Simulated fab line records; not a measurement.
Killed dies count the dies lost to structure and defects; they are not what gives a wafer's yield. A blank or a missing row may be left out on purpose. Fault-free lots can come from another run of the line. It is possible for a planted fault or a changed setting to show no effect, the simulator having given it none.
Split-lot study :: flow n5 finfet :: route with 1938 steps; 7 lots, 39 wafers read

## THE SPLIT ITSELF
At N5_BEOL_M6_ILD_DEP_00 (deposits SiCOH lowk from DEMS/porogen, target thk 179.75 nm, time 33.4 s), the setting target thk a was moved away from the recipe's 1797.5 angstrom on 15 of the 39 wafers read, by -57.4% to +58.8%. This setting was run at the recipe's value on the other wafers.

## FROM THE SPLIT TO THE READING: what the file shows between them, 1 step
- N5_BEOL_M6_CURE_74: cures SiCOH lowk, time 240 s

## THE READING
Values of M6_ILD_THK in nm from N5_BEOL_M6_THK_MEAS_01. Typical for fault-free wafers on this fab line: 154.9 nm, with standard deviation 2 nm.

wafer: L084.1
tool, chamber at the split: pecvd-03, 2
target thk a as run, angstrom: 1797.5
against the recipe: recipe
M6_ILD_THK, nm: 152.4
against lot-mates on the recipe: -

wafer: L084.2
tool, chamber at the split: pecvd-03, 1
target thk a as run, angstrom: 1797.5
against the recipe: recipe
M6_ILD_THK, nm: 154.5
against lot-mates on the recipe: -

wafer: L084.3
tool, chamber at the split: pecvd-03, 0
target thk a as run, angstrom: 1149
against the recipe: -36.1%
M6_ILD_THK, nm: 95.6
against lot-mates on the recipe: -58.4

wafer: L084.4
tool, chamber at the split: pecvd-03, 1
target thk a as run, angstrom: 1149
against the recipe: -36.1%
M6_ILD_THK, nm: 100.2
against lot-mates on the recipe: -53.8

wafer: L084.5
tool, chamber at the split: pecvd-03, 2
target thk a as run, angstrom: 1797.5
against the recipe: recipe
M6_ILD_THK, nm: 155.0
against lot-mates on the recipe: -

wafer: L084.6
tool, chamber at the split: pecvd-03, 0
target thk a as run, angstrom: 1149
against the recipe: -36.1%
M6_ILD_THK, nm: 97.7
against lot-mates on the recipe: -56.3

wafer: L083.1
tool, chamber at the split: pecvd-02, 2
target thk a as run, angstrom: 1797.5
against the recipe: recipe
M6_ILD_THK, nm: 152.1
against lot-mates on the recipe: -

wafer: L083.2
tool, chamber at the split: pecvd-02, 1
target thk a as run, angstrom: 2854
against the recipe: +58.8%
M6_ILD_THK, nm: 246.0
against lot-mates on the recipe: +91.2

wafer: L083.3
tool, chamber at the split: pecvd-02, 0
target thk a as run, angstrom: 2854
against the recipe: +58.8%
M6_ILD_THK, nm: 244.1
against lot-mates on the recipe: +89.3

wafer: L083.4
tool, chamber at the split: pecvd-02, 2
target thk a as run, angstrom: 1797.5
against the recipe: recipe
M6_ILD_THK, nm: 155.8
against lot-mates on the recipe: -

wafer: L083.5
tool, chamber at the split: pecvd-02, 0
target thk a as run, angstrom: 2854
against the recipe: +58.8%
M6_ILD_THK, nm: 249.9
against lot-mates on the recipe: +95.1

wafer: L083.6
tool, chamber at the split: pecvd-02, 1
target thk a as run, angstrom: 1797.5
against the recipe: recipe
M6_ILD_THK, nm: 156.4
against lot-mates on the recipe: -

wafer: L085.1
tool, chamber at the split: pecvd-02, 0
target thk a as run, angstrom: 765.1
against the recipe: -57.4%
M6_ILD_THK, nm: 64.5
against lot-mates on the recipe: -90.8

wafer: L085.2
tool, chamber at the split: pecvd-02, 2
target thk a as run, angstrom: 765.1
against the recipe: -57.4%
M6_ILD_THK, nm: 64.8
against lot-mates on the recipe: -90.5

wafer: L085.3
tool, chamber at the split: pecvd-02, 2
target thk a as run, angstrom: 1797.5
against the recipe: recipe
M6_ILD_THK, nm: 154.8
against lot-mates on the recipe: -

wafer: L085.4
tool, chamber at the split: pecvd-02, 0
target thk a as run, angstrom: 1797.5
against the recipe: recipe
M6_ILD_THK, nm: 154.0
against lot-mates on the recipe: -

wafer: L085.5
tool, chamber at the split: pecvd-02, 2
target thk a as run, angstrom: 1797.5
against the recipe: recipe
M6_ILD_THK, nm: 157.0
against lot-mates on the recipe: -

wafer: L085.6
tool, chamber at the split: pecvd-02, 0
target thk a as run, angstrom: 765.1
against the recipe: -57.4%
M6_ILD_THK, nm: 66.1
against lot-mates on the recipe: -89.2

wafer: L086.1
tool, chamber at the split: pecvd-04, 2
target thk a as run, angstrom: 2524
against the recipe: +40.4%
M6_ILD_THK, nm: 216.3
against lot-mates on the recipe: +60.4

wafer: L086.2
tool, chamber at the split: pecvd-04, 0
target thk a as run, angstrom: 1797.5
against the recipe: recipe
M6_ILD_THK, nm: 156.1
against lot-mates on the recipe: -

wafer: L086.3
tool, chamber at the split: pecvd-04, 1
target thk a as run, angstrom: 1797.5
against the recipe: recipe
M6_ILD_THK, nm: 154.8
against lot-mates on the recipe: -

wafer: L086.4
tool, chamber at the split: pecvd-04, 1
target thk a as run, angstrom: 2524
against the recipe: +40.4%
M6_ILD_THK, nm: 222.9
against lot-mates on the recipe: +67.0

wafer: L086.5
tool, chamber at the split: pecvd-04, 0
target thk a as run, angstrom: 2524
against the recipe: +40.4%
M6_ILD_THK, nm: 219.5
against lot-mates on the recipe: +63.6

wafer: L086.6
tool, chamber at the split: pecvd-04, 2
target thk a as run, angstrom: 1797.5
against the recipe: recipe
M6_ILD_THK, nm: 156.8
against lot-mates on the recipe: -

wafer: L091.1
tool, chamber at the split: pecvd-02, 0
target thk a as run, angstrom: 1797.5
against the recipe: recipe
M6_ILD_THK, nm: 152.9
against lot-mates on the recipe: -

wafer: L091.2
tool, chamber at the split: pecvd-02, 1,2
target thk a as run, angstrom: 1797.5
against the recipe: recipe
M6_ILD_THK, nm: 153.8
against lot-mates on the recipe: -

wafer: L091.3
tool, chamber at the split: pecvd-02, 1,2
target thk a as run, angstrom: 1797.5
against the recipe: recipe
M6_ILD_THK, nm: 153.6
against lot-mates on the recipe: -

wafer: L091.4
tool, chamber at the split: pecvd-02, 0
target thk a as run, angstrom: 1797.5
against the recipe: recipe
M6_ILD_THK, nm: 156.5
against lot-mates on the recipe: -

wafer: L091.5
tool, chamber at the split: pecvd-02, 1
target thk a as run, angstrom: 1797.5
against the recipe: recipe
M6_ILD_THK, nm: 157.7
against lot-mates on the recipe: -

wafer: L091.6
tool, chamber at the split: pecvd-02, 2
target thk a as run, angstrom: 1797.5
against the recipe: recipe
M6_ILD_THK, nm: 157.6
against lot-mates on the recipe: -

wafer: L092.3
tool, chamber at the split: pecvd-02, 2
target thk a as run, angstrom: 1797.5
against the recipe: recipe
M6_ILD_THK, nm: 154.9
against lot-mates on the recipe: -

wafer: L092.4
tool, chamber at the split: pecvd-02, 1
target thk a as run, angstrom: 1797.5
against the recipe: recipe
M6_ILD_THK, nm: 159.5
against lot-mates on the recipe: -

wafer: L092.5
tool, chamber at the split: pecvd-02, 2
target thk a as run, angstrom: 1797.5
against the recipe: recipe
M6_ILD_THK, nm: 155.9
against lot-mates on the recipe: -

wafer: L094.1
tool, chamber at the split: pecvd-04, 2
target thk a as run, angstrom: 1797.5
against the recipe: recipe
M6_ILD_THK, nm: 151.9
against lot-mates on the recipe: -

wafer: L094.2
tool, chamber at the split: pecvd-04, 0
target thk a as run, angstrom: 1797.5
against the recipe: recipe
M6_ILD_THK, nm: 152.8
against lot-mates on the recipe: -

wafer: L094.3
tool, chamber at the split: pecvd-04, 1
target thk a as run, angstrom: 1035
against the recipe: -42.4%
M6_ILD_THK, nm: 88.4
against lot-mates on the recipe: -64.5

wafer: L094.4
tool, chamber at the split: pecvd-04, 0
target thk a as run, angstrom: 1035
against the recipe: -42.4%
M6_ILD_THK, nm: 89.4
against lot-mates on the recipe: -63.5

wafer: L094.5
tool, chamber at the split: pecvd-04, 2
target thk a as run, angstrom: 1797.5
against the recipe: recipe
M6_ILD_THK, nm: 154.0
against lot-mates on the recipe: -

wafer: L094.6
tool, chamber at the split: pecvd-04, 1
target thk a as run, angstrom: 1035
against the recipe: -42.4%
M6_ILD_THK, nm: 88.3
against lot-mates on the recipe: -64.6
Where a row lists several chambers, the file gives one row for several wafers and doesn't say which wafer went through which chamber.

THE FIT
A straight line over all 39 wafers: M6_ILD_THK changes by +1.57 nm for each +1% of target thk a; r = +1.00; the points scatter about the line by 2 nm.
The same after taking each lot's own level away (the mean of its wafers on the recipe; 39 wafers): +1.56 nm for each +1%; r = +1.00; scatter 1.8 nm.
Per that fit: largest target thk a move, reading shift of 92 nm.
Measured against the standard deviation above, the lots' own levels, which go from 152.90 to 156.77 nm, span 1.9 times it.
So the lot-to-lot level changes the slope little: the two slopes agree.
Check: for one of the wafers moved furthest among these (+58.8%), held out of the fit, the line's prediction against its lot-mates is +91.9 nm. Against them it came out at +91.2 nm.

## THE WHOLE CHAIN: every reading that the file lists as answering this split, in the file's order
step: N5_BEOL_M6_ILD_DEP_00
what it does: deposits SiCOH lowk from DEMS/porogen, target thk 179.75 nm, time 33.4 s
reading: SiCOH_lowk_of_BEOL_M6_ILD_DEP_00.thk nm (the simulator's own value, which no gauge read)
change (the file's fit): +1.79 nm for each +1% of the setting
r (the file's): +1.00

step: N5_BEOL_M6_CURE_74
what it does: cures SiCOH lowk, time 240 s
reading: SiCOH_lowk_of_BEOL_M6_ILD_DEP_00.thk nm (the simulator's own value, which no gauge read)
change (the file's fit): +1.56 nm for each +1% of the setting
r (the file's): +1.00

step: N5_BEOL_M6_THK_MEAS_01
what it does: 
reading: M6_ILD_THK
change (the file's fit): +1.56 for each +1% of the setting
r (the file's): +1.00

## FILE'S OWN FIT
M6_ILD_THK changes by +1.56 nm for each +1% of target thk a, r = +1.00.
